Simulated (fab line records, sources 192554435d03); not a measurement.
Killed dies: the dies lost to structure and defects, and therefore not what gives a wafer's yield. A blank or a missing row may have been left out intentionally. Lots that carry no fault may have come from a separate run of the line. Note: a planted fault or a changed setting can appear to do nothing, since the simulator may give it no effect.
Split-lot study + flow n5Finfet + 21 wafers read from 7 lots, route of 1938 steps

## ABOUT THE SPLIT
At N5_SD_EPI_N_EPI_21 (deposits Si:P, time 690 s), the setting timeS was moved away from the recipe's 690 s on 4 of the 21 wafers read, by -6.1% to +19.1%. This setting was run at the recipe's value on the other wafers.

The reading is taken at the split's own step.

## THE READING
Si-P_of_SD_EPI_N_EPI_21.thkNm (the simulator's own value, which no gauge read), in nm, at N5_SD_EPI_N_EPI_21 (deposits Si:P, time 690 s). The file does not state a usual value for it. The 17 wafers here that ran the recipe average 58.9 nm, standard deviation 0.71 nm.

| wafer  | tool, chamber at the split | timeS as run, s | against the recipe | Si-P_of_SD_EPI_N_EPI_21.thkNm, nm | against lot-mates on the recipe |
|--------|----------------------------|-----------------|--------------------|-----------------------------------|---------------------------------|
| L078.1 | epiRpcvd-02, 0             | 690             | recipe             | 59                                | -                               |
| L078.4 | epiRpcvd-02, 0             | 690             | recipe             | 59.4                              | -                               |
| L078.5 | epiRpcvd-02, 0             | 690             | recipe             | 58.8                              | -                               |
| L085.2 | epiRpcvd-01, 0             | 690             | recipe             | 59                                | -                               |
| L085.4 | epiRpcvd-01, 0             | 690             | recipe             | 59.2                              | -                               |
| L085.6 | epiRpcvd-01, 0             | 690             | recipe             | 59.2                              | -                               |
| L086.1 | epiRpcvd-02, 0             | 690             | recipe             | 59                                | -                               |
| L086.3 | epiRpcvd-02, 0             | 690             | recipe             | 59.2                              | -                               |
| L086.6 | epiRpcvd-02, 0             | 648.1           | -6.1%              | 56.6                              | -2.5                            |
| L087.2 | epiRpcvd-01, 0             | 690             | recipe             | 58.4                              | -                               |
| L087.3 | epiRpcvd-01, 0             | 690             | recipe             | 58.4                              | -                               |
| L087.6 | epiRpcvd-01, 0             | 735.5           | +6.6%              | 60.4                              | +2.0                            |
| L091.2 | epiRpcvd-02, 0             | 690             | recipe             | 59                                | -                               |
| L091.3 | epiRpcvd-02, 0             | 690             | recipe             | 60.4                              | -                               |
| L091.4 | epiRpcvd-02, 0             | 690             | recipe             | 60                                | -                               |
| L095.1 | epiRpcvd-04, 0             | 690             | recipe             | 59.2                              | -                               |
| L095.2 | epiRpcvd-04, 0             | 690             | recipe             | 58                                | -                               |
| L095.3 | epiRpcvd-04, 0             | 690             | recipe             | 58                                | -                               |
| L097.1 | epiRpcvd-01, 0             | 690             | recipe             | 57.4                              | -                               |
| L097.2 | epiRpcvd-01, 0             | 821.9           | +19.1%             | 66.6                              | +9.2                            |
| L097.4 | epiRpcvd-01, 0             | 821.9           | +19.1%             | 65.6                              | +8.2                            |

THE FIT
A straight line over all 21 wafers: Si-P_of_SD_EPI_N_EPI_21.thkNm changes by +0.37 nm for each +1% of timeS; r = +0.95; the points scatter about the line by 0.72 nm.
The same after taking each lot's own level away (the mean of its wafers on the recipe; 21 wafers): +0.446 nm for each +1%; r = +0.99; scatter 0.44 nm.
On that fit, the largest move of timeS shifts the reading by 8.5 nm.
The span of the lots' own levels, 57.40 to 59.80 nm, comes to 3.4 times the standard deviation stated above.
So the lot-to-lot level changes the slope: the two fits differ.
Check: for one of the wafers moved furthest among these (+19.1%), held out of the fit, the line's prediction against its lot-mates is +7.93 nm. Against them it came out at +9.2 nm.

## THE OTHER SPLITS THESE WAFERS WENT THROUGH
Note: prior to the reading, these wafers also went through further splits. Each is held against what the fit with the lots' levels taken away leaves over:
| other split on the same wafers  | wafers away from the commonest value | r with Si-P_of_SD_EPI_N_EPI_21.thkNm (lot level and that fit taken away) |
|---------------------------------|--------------------------------------|--------------------------------------------------------------------------|
| N5_FIN_SAQP_ALD_61 tempC        | 7                                    | +0.35                                                                    |
| N5_FIN_SAQP_HM_DEP_03 timeS     | 6                                    | -0.21                                                                    |
| N5_FIN_SAQP_ETCH_51 cf4FlowSccm | 9                                    | +0.11                                                                    |
| N5_DUMMY_GATE_EXPOSE_12 doseMj  | 5                                    | +0.06                                                                    |
| N5_DUMMY_GATE_ETCH_37 sourceW   | 6                                    | -0.05                                                                    |

## THE WHOLE CHAIN: every reading that the file lists as answering this split, in the file's order
| step                    | what it does              | reading                                                                        | change (the file's fit)               | r (the file's) |
|-------------------------|---------------------------|--------------------------------------------------------------------------------|---------------------------------------|----------------|
| N5_SD_EPI_N_EPI_21      | deposits Si:P, time 690 s | Si-P_of_SD_EPI_N_EPI_21.thkNm (the simulator's own value, which no gauge read) | +0.437 nm for each +1% of the setting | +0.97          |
| N5_SD_EPI_N_EPI_MEAS_23 |                           | thkNm                                                                          | withheld for each +1% of the setting  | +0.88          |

## FILE'S OWN FIT
Si-P_of_SD_EPI_N_EPI_21.thkNm changes by +0.437 nm for each +1% of timeS, r = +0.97.
